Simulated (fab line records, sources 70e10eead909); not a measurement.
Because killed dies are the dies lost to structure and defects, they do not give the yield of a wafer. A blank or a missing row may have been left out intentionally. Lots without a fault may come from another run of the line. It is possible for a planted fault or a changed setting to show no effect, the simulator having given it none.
Struck lot and sound lot, side by side || flow nandHarc || 17 steps out of a route of 1302
Sound: the wafers L921.1, L921.3, L921.6. Struck: wafers L933.2, L933.5, L933.6. The cause comes at the end.
Per side, at each step with rows, come the tool, then ch with its chambers, and then its first start. Under that, the readings that differ: sound wafers || struck wafers || difference of the means || sigmas: that difference in standard deviations of wafers without a fault.
alike: words and numbers the same on both sides, and readings whose means are apart by under 2 such deviations; not compared: readings that were withheld, readings missing a value for some wafer, numbers with overlapping values and no deviation given by the record, and bounds like >300 which may hide the same value.
Wherever a step has rows on one side only, a row that says differs or no value, or a row with sigmas, the two part there. Numbers that have no deviation but don't overlap get no sigmas and don't part them. Lack of a reading on every wafer of one side parts them only where that side has two or more wafers.

NHARC_P_ZERO_WELL_CD_MEAS_24 targets a cd of 720 nm.
  sound on cdSem-01 ch 0, day 3 14:47; struck on cdSem-01 ch 0, day 8 14:45
  alike: cdNm
then, 1 step without rows for these wafers: NHARC_P_ZERO_WELL_HARDBAKE_25 (time 80 s).
NHARC_P_ZERO_WELL_DESCUM_26: chemistry O2, time 3 s.
  sound on rieDiel-09 ch 0,1, day 3 14:58; struck on rieDiel-12 ch 0,3, day 8 14:55
{"reading": "oesProductAu (a.u.)", "sound": "0.969 0.967 0.978", "struck": "0.990 1.014 0.987", "difference": "+0.026", "sigmas": "+2"}
  alike: drypumpMotorCurrentA, mfcArSccm, rfVppV, showerheadPlenumPTorr, throttleValvePct
  not compared: rfHoursCounterH
then, 9 steps without rows for these wafers: NHARC_P_ZERO_WELL_IMPLANT_27; NHARC_P_ZERO_WELL_IMPLANT_57; NHARC_P_ZERO_WELL_IMPLANT_58; NHARC_P_ZERO_WELL_STRIP_28 (strips in SPM, time 840 s); NHARC_P_ZERO_WELL_DEHYDRATE_29 (time 120 s); NHARC_P_ZERO_WELL_HMDS_30 (time 30 s); NHARC_P_ZERO_WELL_COAT_31; NHARC_P_ZERO_WELL_SOFTBAKE_32 (time 95 s); NHARC_P_ZERO_WELL_EBR_33.
NHARC_P_ZERO_WELL_EXPOSE_34: exposes mask P PWELL, target cd 720 nm.
  sound on krfScanner-01 ch 0, day 3 16:10; struck on krfScanner-01 ch 0, day 8 16:08
{"reading": "mask", "sound": "P_PWELL#0 P_PWELL#0 P_PWELL#0", "struck": "P_PWELL_R1#0 P_PWELL_R1#0 P_PWELL_R1#0", "difference": "differs", "sigmas": ""}
then, 2 steps without rows for these wafers: NHARC_P_ZERO_WELL_PEB_35 (peb time 85 s); NHARC_P_ZERO_WELL_DEVELOP_36 (time 70 s).
NHARC_P_ZERO_WELL_CD_MEAS_37 targets a cd of 720 nm.
  sound on cdSem-01 ch 0, day 3 16:19; struck on cdSem-01 ch 0
{"reading": "cdNm (nm)", "sound": "716.6 717.5 717.5", "struck": "655.2 653.8 653.1", "difference": -63.2, "sigmas": -29}
  not compared: hold
-- jump in the record: it breaks off in module P_ZERO_WELL and resumes in module END (first step shown: number 1302 of the route), and 22 days separate the struck wafers' starts before and after --
NHARC_END_SORT_01:
  here the record holds rows for the struck wafers (prober-02 ch 0, day 30 10:28) but none for the sound ones

## WHERE THEY PART
Earliest at NHARC_P_ZERO_WELL_DESCUM_26; latest, in this record, at NHARC_END_SORT_01.

WHY: what had been put in by the simulator
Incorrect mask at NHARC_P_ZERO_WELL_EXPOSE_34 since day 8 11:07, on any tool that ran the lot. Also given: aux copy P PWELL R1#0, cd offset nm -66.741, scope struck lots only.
